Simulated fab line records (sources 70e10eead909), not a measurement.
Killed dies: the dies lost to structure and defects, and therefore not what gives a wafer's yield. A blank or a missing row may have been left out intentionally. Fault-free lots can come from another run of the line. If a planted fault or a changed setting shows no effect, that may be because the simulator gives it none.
fab line records	flow nand_harc	part 1 of 2: steps 1 to 29 of 42
[record] lots = 5	wafers = 15	last_day = 33
route steps=1302 shown P_BONDPAD@385 A_START@389 A_ZERO_WELL@390 A_SOURCE_PLATE@413 A_ONON_D1@424
lots that met no fault: taken from a fault-free run of the same line
start_h: the number of hours between the record's first day and the start of the first shown wafer of the lot	wait_h: hours since the lot's step before	" unchanged from the row above	L1.1+2: several wafers, shown together as one row	- value missing, or start not given	* or withheld: withheld	< > ~ a bound
route shown NAME@n: names a module that has steps shown in the file, with the first one's number in the route	usual: mean/standard deviation taken from wafers without a fault	same: alike in all rows	chamber/n: place in a boat	sites: per-site readings	_std_site: the standard deviation of these	_edge_site: outer sites' mean less inner sites'	radius_mm: for every site, how far away it sits from the centre of the wafer	mask NAME#n: copy n	behind: the tool/chamber that last shaped the wafer	hold: why the lot went on hold/how many hours it stayed there/how the hold came to an end	device: the n, p or np transistor that did not switch	end of line: at the end of the route, the tests of the same wafers	step lacking rows: just its recipe	killed: not the wafer's yield, but the dies lost to structure and defects at the first sort	map: the dies of a wafer, with x for killed, . for not killed, _ for no die there
set.NAME: setting as actually run; set.NAME@STEP: the setting as run at that earlier step	model.NAME: the simulator's own value behind a step, which no gauge read
lots seen at some steps along the route; tables by step, rows by wafer
services: from which hour (start_h, from the record's first day; less than 0 if before it) a tool's chamber was out of use, for how many hours, and why
[[steps]]
[step NHARC_P_BONDPAD_INSPECT_23]
[usual] raw_defect_count = 340/120
lot.wafer	tool	chamber	start_h	wait_h	raw_defect_count
L075.1	defect_inspect-02	-	152.93	0.0	242
L075.3	"	-	"	"	216
L075.4	"	-	"	"	444
L077.1	defect_inspect-01	-	173.65	0.0	280
L077.3	"	-	"	"	235
L077.5	"	-	"	"	313
L081.1	defect_inspect-02	-	212.69	0.0	344
L081.4	"	-	"	"	204
L081.6	"	-	"	"	281
L084.2	defect_inspect-01	-	239.19	0.0	607
L084.4	"	-	"	"	677
L084.5	"	-	"	"	369
L096.1	defect_inspect-02	-	354.93	0.0	377
L096.5	"	-	"	"	223
L096.6	"	-	"	"	304
[step NHARC_P_BONDPAD_ACTIVATE_29]
[recipe] time_s = 60	n2_flow_sccm = 200	ar_flow_sccm = 0	bias_power_w = 0	chemistry = N2
[usual] drypump_motor_current_A = 5.6/0.31	oes_product_au = 0.993/0.014	rf_vpp_V = 64.4/0.84	showerhead_plenum_p_Torr = 1.81/0.081
lot.wafer	tool	chamber	start_h	wait_h	drypump_motor_current_A	oes_product_au	rf_hours_counter_h	rf_vpp_V	showerhead_plenum_p_Torr
L075.3	rie_diel-12	2	153.00	0.1	5.1	1.004	0.8	64.2	1.88
L075.1	"	3	"	"	5.7	0.981	0.7	64.4	1.89
L075.4	"	1	"	"	5.6	1.002	0.7	63.2	1.68
L077.3	rie_diel-10	0	173.71	0.1	5.8	0.989	4.8	63.5	1.89
L077.1	"	3	"	"	5.4	0.999	4.6	63.7	1.90
L077.5	"	0	"	"	5.7	0.992	-	65.2	1.89
L081.4	rie_diel-10	2	212.76	0.1	5.7	0.966	6.8	65.6	1.77
L081.1	"	3	"	"	5.4	0.989	6.5	64.1	1.90
L081.6	"	1	"	"	5.6	1.015	-	63.9	1.74
L084.2	rie_diel-12	1	239.28	0.1	5.6	0.992	3.6	63.8	1.68
L084.4	"	3	"	"	5.7	0.964	-	64.4	1.89
L084.5	"	1	"	"	5.6	0.990	-	64.4	1.68
L096.1	rie_diel-01	2	354.99	0.1	5.3	1.000	7.6	64.0	1.70
L096.6	"	2	"	"	5.2	0.997	-	64.2	1.70
L096.5	"	3	"	"	5.3	0.992	-	65.4	1.86
[step NHARC_P_BONDPAD_PRECLEAN_30]
[recipe] time_s = 300	temp_c = 23	chemistry = DIW
lot.wafer	tool	chamber	start_h	wait_h
L075.4+3+1	wet_bench-10	0,1,2	153.17	0.1
L077.5+3+1	wet_bench-08	7,0,1	173.90	0.1
L081.1+6+4	wet_bench-10	7,3,4	212.90	0.1
L084.5+2+4	wet_bench-08	0,1,4	239.45	0.1
L096.6+5+1	wet_bench-10	6,0,1	355.15	0.1
[step NHARC_P_BONDPAD_SRD_31]
[recipe] time_s = 30	temp_c = 23	dry_time_s = 20	spin_rpm = 1500
lot.wafer	tool	chamber	start_h	wait_h
L075.4+3+1	wet_bench-10	0,1,2	-	-
L077.5+3+1	wet_bench-08	7,0,1	-	-
L081.1+6+4	wet_bench-10	7,3,4	-	-
L084.5+2+4	wet_bench-08	0,1,4	-	-
L096.6+5+1	wet_bench-10	6,0,1	-	-
[step NHARC_A_START_INSPECT_01]
[usual] raw_defect_count = 3.5/2
lot.wafer	tool	chamber	start_h	wait_h	raw_defect_count
L075.1	defect_inspect-02	-	153.41	-	4
L075.3	"	-	"	"	4
L075.4	"	-	"	"	2
L077.1	defect_inspect-01	-	174.12	-	4
L077.3	"	-	"	"	5
L077.5	"	-	"	"	2
L081.1	defect_inspect-01	-	213.15	-	8
L081.4	"	-	"	"	3
L081.6	"	-	"	"	4
L084.2	defect_inspect-02	-	239.70	-	3
L084.4	"	-	"	"	1
L084.5	"	-	"	"	1
L096.1	defect_inspect-02	-	355.41	-	9
L096.5	"	-	"	"	5
L096.6	"	-	"	"	2
[step NHARC_A_ZERO_WELL_PRECLEAN_00]
[recipe] time_s = 600	temp_c = 120	chemistry = SPM
lot.wafer	tool	chamber	start_h	wait_h
L075.4+1+3	wet_bench-03	7,0,1	153.51	0.1
L077.1+3+5	wet_bench-03	6,0,2	174.22	0.1
L081.4+6+1	wet_bench-02	6,0,2	213.24	0.1
L084.4+2+5	wet_bench-03	0,1,3	239.78	0.1
L096.6+5+1	wet_bench-02	1,2,3	355.51	0.1
[step NHARC_A_ZERO_WELL_SRD_01]
lot.wafer	tool	chamber	start_h	wait_h
L075.4+1+3	wet_bench-03	7,0,1	-	-
L077.1+3+5	wet_bench-03	6,0,2	-	-
L081.4+6+1	wet_bench-02	6,0,2	-	-
L084.4+2+5	wet_bench-03	0,1,3	-	-
L096.6+5+1	wet_bench-02	1,2,3	-	-
[step NHARC_A_ZERO_WELL_DEHYDRATE_02]
[recipe] temp_c = 150	time_s = 120
[usual] plate_temp_C = 150.00/0.16
lot.wafer	tool	chamber	start_h	wait_h	plate_temp_C
L075.1	litho_track-03	0	153.80	-	149.84
L075.3	"	0	"	"	149.83
L075.4	"	0	"	"	149.65
L077.1	litho_track-05	0	174.52	-	149.97
L077.3	"	0	"	"	150.02
L077.5	"	0	"	"	150.16
L081.1	litho_track-02	0	213.55	-	149.82
L081.4	"	0	"	"	149.81
L081.6	"	0	"	"	149.73
L084.2	litho_track-05	0	240.16	-	149.98
L084.4	"	0	"	"	150.21
L084.5	"	0	"	"	150.14
L096.1	litho_track-05	0	355.80	-	149.94
L096.5	"	0	"	"	149.93
L096.6	"	0	"	"	149.97
[step NHARC_A_ZERO_WELL_HMDS_03]
[recipe] time_s = 30
lot.wafer	tool	chamber	start_h	wait_h
L075.1+3+4	litho_track-03	0	-	-
L077.1+3+5	litho_track-05	0	-	-
L081.1+4+6	litho_track-02	0	-	-
L084.2+4+5	litho_track-05	0	-	-
L096.1+5+6	litho_track-05	0	-	-
[step NHARC_A_ZERO_WELL_COAT_18]
[recipe] temp_c = 200	time_s = 65
[usual] plate_temp_C = 200.03/0.17
lot.wafer	tool	chamber	start_h	wait_h	plate_temp_C
L075.1	litho_track-03	0	-	-	200.26
L075.3	"	0	"	"	200.01
L075.4	"	0	"	"	200.02
L077.1	litho_track-05	0	-	-	200.02
L077.3	"	0	"	"	199.88
L077.5	"	0	"	"	199.76
L081.1	litho_track-02	0	-	-	199.86
L081.4	"	0	"	"	200.01
L081.6	"	0	"	"	199.82
L084.2	litho_track-05	0	-	-	200.09
L084.4	"	0	"	"	200.00
L084.5	"	0	"	"	200.01
L096.1	litho_track-05	0	-	-	200.32
L096.5	"	0	"	"	200.10
L096.6	"	0	"	"	200.26
[step NHARC_A_ZERO_WELL_COAT_04]
[recipe] spin_rpm = 2000	resist_thk_nm = 600
[usual] dispense_pressure_kPa = 55/4.2
lot.wafer	tool	chamber	start_h	wait_h	dispense_pressure_kPa
L075.1	litho_track-03	0	-	-	54
L075.3	"	0	"	"	54
L075.4	"	0	"	"	54
L077.1	litho_track-05	0	-	-	58
L077.3	"	0	"	"	58
L077.5	"	0	"	"	58
L081.1	litho_track-02	0	-	-	47
L081.4	"	0	"	"	47
L081.6	"	0	"	"	47
L084.2	litho_track-05	0	-	-	58
L084.4	"	0	"	"	58
L084.5	"	0	"	"	58
L096.1	litho_track-05	0	-	-	58
L096.5	"	0	"	"	58
L096.6	"	0	"	"	58
[step NHARC_A_ZERO_WELL_SOFTBAKE_05]
[recipe] temp_c = 125	time_s = 70
[usual] plate_temp_C = 124.93/0.12
lot.wafer	tool	chamber	start_h	wait_h	plate_temp_C
L075.1	litho_track-03	0	-	-	124.92
L075.3	"	0	"	"	124.90
L075.4	"	0	"	"	124.86
L077.1	litho_track-05	0	-	-	124.79
L077.3	"	0	"	"	124.93
L077.5	"	0	"	"	124.94
L081.1	litho_track-02	0	-	-	124.89
L081.4	"	0	"	"	124.92
L081.6	"	0	"	"	124.85
L084.2	litho_track-05	0	-	-	124.83
L084.4	"	0	"	"	125.00
L084.5	"	0	"	"	124.92
L096.1	litho_track-05	0	-	-	124.88
L096.5	"	0	"	"	124.85
L096.6	"	0	"	"	124.63
[step NHARC_A_ZERO_WELL_EBR_06]
lot.wafer	tool	chamber	start_h	wait_h
L075.1+3+4	litho_track-03	0	-	-
L077.1+3+5	litho_track-05	0	-	-
L081.1+4+6	litho_track-02	0	-	-
L084.2+4+5	litho_track-05	0	-	-
L096.1+5+6	litho_track-05	0	-	-
[step NHARC_A_ZERO_WELL_EXPOSE_07]
[recipe] na = 0.55	dose_mj = 33.85	mask_id = A_ZERO
lot.wafer	tool	chamber	start_h	wait_h	mask
L075.1+3+4	krf_scanner-04	0	153.97	-	A_ZERO#0
L077.1+3+5	krf_scanner-04	0	174.68	-	A_ZERO#0
L081.1+4+6	krf_scanner-03	0	213.84	-	A_ZERO#0
L084.2+4+5	krf_scanner-04	0	240.45	-	A_ZERO#0
L096.1+5+6	krf_scanner-03	0	355.97	-	A_ZERO#0
[step NHARC_A_ZERO_WELL_PEB_08]
[recipe] peb_temp_c = 128	peb_time_s = 80
[usual] plate_temp_C = 127.99/0.14
lot.wafer	tool	chamber	start_h	wait_h	plate_temp_C
L075.1	litho_track-05	0	154.04	0.1	127.78
L075.3	"	0	"	"	127.71
L075.4	"	0	"	"	127.88
L077.1	litho_track-02	0	174.75	0.1	127.89
L077.3	"	0	"	"	127.98
L077.5	"	0	"	"	128.06
L081.1	litho_track-03	0	213.91	0.1	128.08
L081.4	"	0	"	"	127.86
L081.6	"	0	"	"	127.98
L084.2	litho_track-03	0	240.51	0.1	128.11
L084.4	"	0	"	"	128.07
L084.5	"	0	"	"	128.02
L096.1	litho_track-02	0	356.03	0.1	128.01
L096.5	"	0	"	"	128.01
L096.6	"	0	"	"	128.21
[step NHARC_A_ZERO_WELL_DEVELOP_09]
[recipe] time_s = 50	dev_temp_c = 22
lot.wafer	tool	chamber	start_h	wait_h
L075.1+3+4	litho_track-05	0	-	-
L077.1+3+5	litho_track-02	0	-	-
L081.1+4+6	litho_track-03	0	-	-
L084.2+4+5	litho_track-03	0	-	-
L096.1+5+6	litho_track-02	0	-	-
[step NHARC_A_ZERO_WELL_CD_MEAS_10]
[recipe] target_cd_nm = 2000	landing_energy_ev = 500
[usual] cd_nm = 2001.3/2.4
lot.wafer	tool	chamber	start_h	wait_h	cd_nm
L075.1	cd_sem-02	0	154.12	-	2006.8
L075.3	"	0	"	"	2000.7
L075.4	"	0	"	"	2002.1
L077.1	cd_sem-01	0	174.84	-	2005.3
L077.3	"	0	"	"	2000.2
L077.5	"	0	"	"	2003.5
L081.1	cd_sem-01	0	213.99	-	1997.1
L081.4	"	0	"	"	2001.0
L081.6	"	0	"	"	1999.7
L084.2	cd_sem-02	0	240.60	-	2003.3
L084.4	"	0	"	"	2002.3
L084.5	"	0	"	"	1998.8
L096.1	cd_sem-01	0	356.12	-	2000.9
L096.5	"	0	"	"	2002.6
L096.6	"	0	"	"	1999.5
[step NHARC_A_ZERO_WELL_HARDBAKE_11]
[recipe] temp_c = 118	time_s = 65
[usual] plate_temp_C = 117.98/0.13
lot.wafer	tool	chamber	start_h	wait_h	plate_temp_C
L075.1	litho_track-03	0	154.20	-	118.24
L075.3	"	0	"	"	117.96
L075.4	"	0	"	"	118.09
L077.1	litho_track-05	0	174.92	-	118.04
L077.3	"	0	"	"	118.01
L077.5	"	0	"	"	118.11
L081.1	litho_track-03	0	214.07	-	117.90
L081.4	"	0	"	"	118.00
L081.6	"	0	"	"	118.12
L084.2	litho_track-05	0	240.68	-	118.01
L084.4	"	0	"	"	117.94
L084.5	"	0	"	"	118.09
L096.1	litho_track-03	0	356.20	-	117.81
L096.5	"	0	"	"	117.87
L096.6	"	0	"	"	117.88
[step NHARC_A_ZERO_WELL_DESCUM_12]
[recipe] time_s = 3	o2_flow_sccm = 200	ar_flow_sccm = 0	bias_power_w = 0	chemistry = O2
[usual] drypump_motor_current_A = 5.8/0.57	oes_product_au = 0.998/0.015	rf_vpp_V = 57.6/0.86	showerhead_plenum_p_Torr = 1.86/0.079	throttle_valve_pct = 11.311/0.0089
lot.wafer	tool	chamber	start_h	wait_h	drypump_motor_current_A	oes_product_au	rf_hours_counter_h	rf_vpp_V	showerhead_plenum_p_Torr	throttle_valve_pct
L075.3	rie_diel-13	1	154.28	-	5.0	1.005	5	56.0	1.79	11.324
L075.1	"	3	"	"	6.0	0.996	5	56.3	1.79	11.313
L075.4	"	0	"	"	6.1	0.973	5	56.6	1.85	11.310
L077.1	rie_diel-13	1	174.99	-	5.0	1.012	0	57.6	1.79	11.321
L077.3	"	0	"	"	6.1	0.978	0	58.1	1.85	11.316
L077.5	"	2	"	"	6.7	1.014	-	57.4	1.91	11.314
L081.1	rie_diel-13	3	214.16	-	6.1	0.972	1	56.4	1.79	11.306
L081.4	"	0	"	"	6.0	0.978	1	56.7	1.84	11.313
L081.6	"	2	"	"	6.7	1.030	-	57.0	1.91	11.316
L084.2	rie_diel-13	3	240.76	-	6.0	0.982	2	57.4	1.79	11.315
L084.4	"	2	"	"	6.7	1.030	2	57.3	1.91	11.303
L084.5	"	0	"	"	6.1	0.979	-	57.0	1.85	11.329
L096.1	rie_diel-02	1	356.28	-	5.6	0.978	43	57.5	1.77	11.306
L096.6	"	1	"	"	5.6	0.979	-	56.8	1.77	11.315
L096.5	"	2	"	"	5.9	1.002	-	58.6	1.99	11.315
[step NHARC_A_ZERO_WELL_ETCH_19]
[recipe] target_depth_a = 800	overetch_a = 240	time_s = 87.88	ion_energy_ev = 200	n2_flow_sccm = 150	h2_flow_sccm = 150	ar_flow_sccm = 0	rf_w = 400	bias_w = 150	chemistry = N2/H2
[usual] drypump_motor_current_A = 5.8/0.58	oes_product_au = 0.999/0.016	rf_vpp_V = 428.8/2.4	showerhead_plenum_p_Torr = 1.97/0.082	throttle_valve_pct = 14.170/0.0086
lot.wafer	tool	chamber	start_h	wait_h	drypump_motor_current_A	oes_product_au	rf_hours_counter_h	rf_vpp_V	showerhead_plenum_p_Torr	throttle_valve_pct
L075.1	rie_diel-13	0	154.37	0.1	6.1	0.990	5	428.6	1.97	14.152
L075.3	"	1	"	"	5.0	1.035	5	426.6	1.90	14.184
L075.4	"	2	"	"	6.7	1.020	5	430.3	2.04	14.180
L077.1	rie_diel-13	0	175.08	0.1	6.0	0.994	0	428.7	1.97	14.163
L077.3	"	3	"	"	6.1	0.978	0	426.6	1.91	14.178
L077.5	"	1	"	"	5.0	1.021	-	425.7	1.90	14.175
L081.1	rie_diel-13	2	214.25	0.1	6.7	1.025	1	431.9	2.04	14.194
L081.4	"	3	"	"	6.1	0.982	1	425.7	1.91	14.166
L081.6	"	0	"	"	6.1	0.984	-	428.8	1.96	14.163
L084.2	rie_diel-13	3	240.85	0.1	6.0	0.971	2	425.9	1.90	14.178
L084.4	"	0	"	"	6.1	0.984	2	428.4	1.96	14.169
L084.5	"	2	"	"	6.7	1.032	-	431.5	2.04	14.150
L096.1	rie_diel-02	0	356.36	0.1	5.8	1.002	42	425.0	1.90	14.157
L096.6	"	0	"	"	5.8	0.993	-	425.9	1.90	14.172
L096.5	"	1	"	"	5.6	0.979	-	426.4	1.88	14.159
[step NHARC_A_ZERO_WELL_ETCH_13]
[recipe] target_depth_a = 1200	time_s = 40.1	hbr_flow_sccm = 150	cl2_flow_sccm = 50	rf_w = 400	icp_w = 400	bias_w = 100	chemistry = HBr/Cl2
[usual] drypump_motor_current_A = 5.6/0.32	mfc_cl2_sccm = 50.00/0.15	oes_product_au = 0.999/0.0096	throttle_valve_pct = 26.406/0.0089
lot.wafer	tool	chamber	start_h	wait_h	drypump_motor_current_A	mfc_cl2_sccm	oes_product_au	rf_hours_counter_h	throttle_valve_pct
L075.1	rie_si-06	1	154.48	-	5.2	49.95	0.992	0.6	26.410
L075.3	"	2	"	"	5.6	49.84	0.995	0.6	26.410
L075.4	"	0	"	"	5.9	50.07	1.011	0.5	26.411
L077.1	rie_si-01	2	175.20	-	4.7	49.87	1.010	1.0	26.397
L077.3	"	3	"	"	5.8	50.09	0.986	0.9	26.418
L077.5	"	2	"	"	4.7	49.94	1.013	-	26.396
L081.1	rie_si-06	3	214.36	-	5.7	50.19	0.996	0.8	26.408
L081.4	"	0	"	"	5.9	49.66	0.994	0.8	26.406
L081.6	"	2	"	"	5.7	49.73	0.995	-	26.414
L084.2	rie_si-06	2	240.97	-	5.6	50.01	0.996	1.2	26.406
L084.4	"	0	"	"	5.9	50.01	0.998	0.9	26.417
L084.5	"	2	"	"	5.6	50.00	1.012	-	26.422
L096.1	rie_si-01	0	356.50	-	5.7	50.16	0.997	1.1	26.409
L096.6	"	3	"	"	5.8	49.76	1.017	-	26.394
L096.5	"	0	"	"	5.7	49.88	0.984	-	26.402
[step NHARC_A_ZERO_WELL_STRIP_14]
[recipe] time_s = 900	temp_c = 130	chemistry = SPM
lot.wafer	tool	chamber	start_h	wait_h
L075.1+3+4	wet_bench-02	5,0,1	154.64	-
L077.1+5+3	wet_bench-03	3,6,7	175.35	-
L081.1+4+6	wet_bench-02	7,3,4	214.50	-
L084.4+5+2	wet_bench-04	3,6,0	241.11	-
L096.5+6+1	wet_bench-04	6,0,1	356.63	-
[step NHARC_A_ZERO_WELL_IMPLANT_15]
[recipe] energy_kev = 150	dose_cm2 = 1e+13	tilt_deg = 7
lot.wafer	tool	chamber	start_h	wait_h
L075.1+3+4	implanter-01	0	155.04	0.1
L077.1+3+5	implanter-01	0	175.75	0.1
L081.1+4+6	implanter-02	0	214.91	0.1
L084.2+4+5	implanter-01	0	241.54	0.1
L096.1+5+6	implanter-01	0	357.04	0.1
[step NHARC_A_ZERO_WELL_PRECLEAN_22]
[recipe] time_s = 60	temp_c = 50	bath_age_min = 0	chemistry = SC1
lot.wafer	tool	chamber	start_h	wait_h
L075.3+1+4	wet_bench-04	5,6,7	155.26	0.1
L077.3+1+5	wet_bench-04	3,5,6	175.98	0.1
L081.6+4+1	wet_bench-04	0,1,3	215.13	0.0
L084.5+4+2	wet_bench-03	6,7,0	241.74	0.1
L096.5+1+6	wet_bench-03	4,5,6	357.26	0.1
[step NHARC_A_ZERO_WELL_SRD_23]
lot.wafer	tool	chamber	start_h	wait_h
L075.3+1+4	wet_bench-04	5,6,7	-	-
L077.3+1+5	wet_bench-04	3,5,6	-	-
L081.6+4+1	wet_bench-04	0,1,3	-	-
L084.5+4+2	wet_bench-03	6,7,0	-	-
L096.5+1+6	wet_bench-03	4,5,6	-	-
[step NHARC_A_ZERO_WELL_RTA_16]
[recipe] temp_c = 1000	time_s = 10
[usual] lamp_power_pct = 28.8/1.7	lamp_zone_7_pct = 29.3/1.7	wafer_temp_C_max = 1005.5/1.2
lot.wafer	tool	chamber	start_h	wait_h	lamp_power_pct	lamp_zone_7_pct	wafer_temp_C_max
L075.1	rtp_anneal-02	0	155.38	-	30.7	31.2	1006.8
L075.3	"	0	"	"	30.6	31.2	1004.4
L075.4	"	0	"	"	30.7	31.2	1004.8
L077.1	rtp_anneal-02	0	176.10	-	30.7	31.2	1006.5
L077.3	"	0	"	"	30.7	31.2	1005.7
L077.5	"	0	"	"	30.6	31.2	1007.4
L081.1	rtp_anneal-01	0	215.26	-	27.2	27.7	1006.5
L081.4	"	0	"	"	27.2	27.7	1005.6
L081.6	"	0	"	"	27.2	27.7	1007.4
L084.2	rtp_anneal-02	0	241.89	-	30.7	31.2	1004.8
L084.4	"	0	"	"	30.7	31.2	1006.1
L084.5	"	0	"	"	30.7	31.2	1005.3
L096.1	rtp_anneal-02	0	357.39	-	30.7	31.2	1006.5
L096.5	"	0	"	"	30.6	31.2	1005.7
L096.6	"	0	"	"	30.7	31.1	1006.5
[step NHARC_A_ZERO_WELL_INSPECT_17]
[usual] raw_defect_count = 11/5.6
lot.wafer	tool	chamber	start_h	wait_h	raw_defect_count
L075.1	defect_inspect-02	-	155.61	0.2	6
L075.3	"	-	"	"	7
L075.4	"	-	"	"	5
L077.1	defect_inspect-02	-	176.30	0.2	22
L077.3	"	-	"	"	16
L077.5	"	-	"	"	11
L081.1	defect_inspect-02	-	215.45	0.2	26
L081.4	"	-	"	"	9
L081.6	"	-	"	"	18
L084.2	defect_inspect-01	-	242.06	0.1	12
L084.4	"	-	"	"	7
L084.5	"	-	"	"	17
L096.1	defect_inspect-02	-	357.58	0.2	8
L096.5	"	-	"	"	4
L096.6	"	-	"	"	18
[step NHARC_A_SOURCE_PLATE_PRECLEAN_00]
[recipe] time_s = 60	chemistry = HF-LAST
lot.wafer	tool	chamber	start_h	wait_h
L075.3+1+4	wet_bench-05	0,1,2	155.67	0.1
L077.1+5+3	wet_bench-06	3,4,5	176.37	0.1
L081.4+6+1	wet_bench-09	6,7,2	215.51	0.1
L084.4+5+2	wet_bench-09	2,4,5	242.12	0.1
L096.1+6+5	wet_bench-05	0,2,4	357.63	0.1
[step NHARC_A_SOURCE_PLATE_SRD_01]
lot.wafer	tool	chamber	start_h	wait_h
L075.3+1+4	wet_bench-05	0,1,2	-	-
L077.1+5+3	wet_bench-06	3,4,5	-	-
L081.4+6+1	wet_bench-09	6,7,2	-	-
L084.4+5+2	wet_bench-09	2,4,5	-	-
L096.1+6+5	wet_bench-05	0,2,4	-	-
